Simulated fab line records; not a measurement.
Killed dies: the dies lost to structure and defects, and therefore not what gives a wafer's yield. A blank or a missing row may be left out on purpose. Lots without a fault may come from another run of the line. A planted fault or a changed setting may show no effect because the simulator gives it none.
Matching of chambers | flow n5-finfet | 4 sister chambers for N5_BEOL_M2_ETCH_64 on rie-diel-03
The step etches SOC in N2/H2, target depth 75 nm, overetch 22.5 nm, time 121.9 s. 8 wafers are shown with their chamber, then 12 later ones without.

## WAFERS WITH THEIR CHAMBER
wafer  | chamber | showerhead-plenum-p-Torr (Torr) | drypump-motor-current-A (A)
L088.2 | 1       | 2.50                            | 5.8
L086.1 | 0       | 2.56                            | 5.1
L086.4 | 2       | 2.40                            | 5.2
L087.5 | 3       | 2.70                            | 4.9
L087.6 | 2       | 2.40                            | 5.3
L091.1 | 0       | 2.55                            | 5.0
L091.3 | 1       | 2.50                            | 5.8
L091.6 | 3       | 2.70                            | 4.8

## WAFERS WITH NO CHAMBER GIVEN
wafer  | showerhead-plenum-p-Torr (Torr) | drypump-motor-current-A (A)
L093.1 | 2.70                            | 4.9
L093.3 | 2.55                            | 5.0
L093.5 | 2.55                            | 5.0
L094.1 | 2.55                            | 5.0
L094.2 | 2.70                            | 4.8
L094.3 | 2.40                            | 5.2
L094.4 | 2.70                            | 4.9
L094.5 | 2.55                            | 5.0
L094.6 | 2.40                            | 5.2
L096.3 | 2.70                            | 4.9
L096.5 | 2.70                            | 4.9
L096.6 | 2.55                            | 5.0

## CHAMBER TAKEN BY EACH
wafer  | from the rows above | in truth
L093.1 | 3                   | 3
L093.3 | 0                   | 0
L093.5 | 0                   | 0
L094.1 | 0                   | 0
L094.2 | 3                   | 3
L094.3 | 2                   | 2
L094.4 | 3                   | 3
L094.5 | 0                   | 0
L094.6 | 2                   | 2
L096.3 | 3                   | 3
L096.5 | 3                   | 3
L096.6 | 0                   | 0
Correctly placed: 12 of 12. From these rows, 0 cannot be placed. Wrongly placed: 0.
How it was worked out, from the rows above alone: a wafer's distance from a chamber is the root of the sum, over the readings, of the square of ((its reading less the chamber's mean) divided by the reading's scatter). The wafer belongs to the nearest chamber; if the next one is less than 2 further off, it can't be placed. For every chamber, the mean is computed from those of its wafers that are shown. The scatter is the square root of a quotient: the sum, over the shown wafers, of each reading's squared deviation from its chamber's mean, divided by wafers minus chambers.
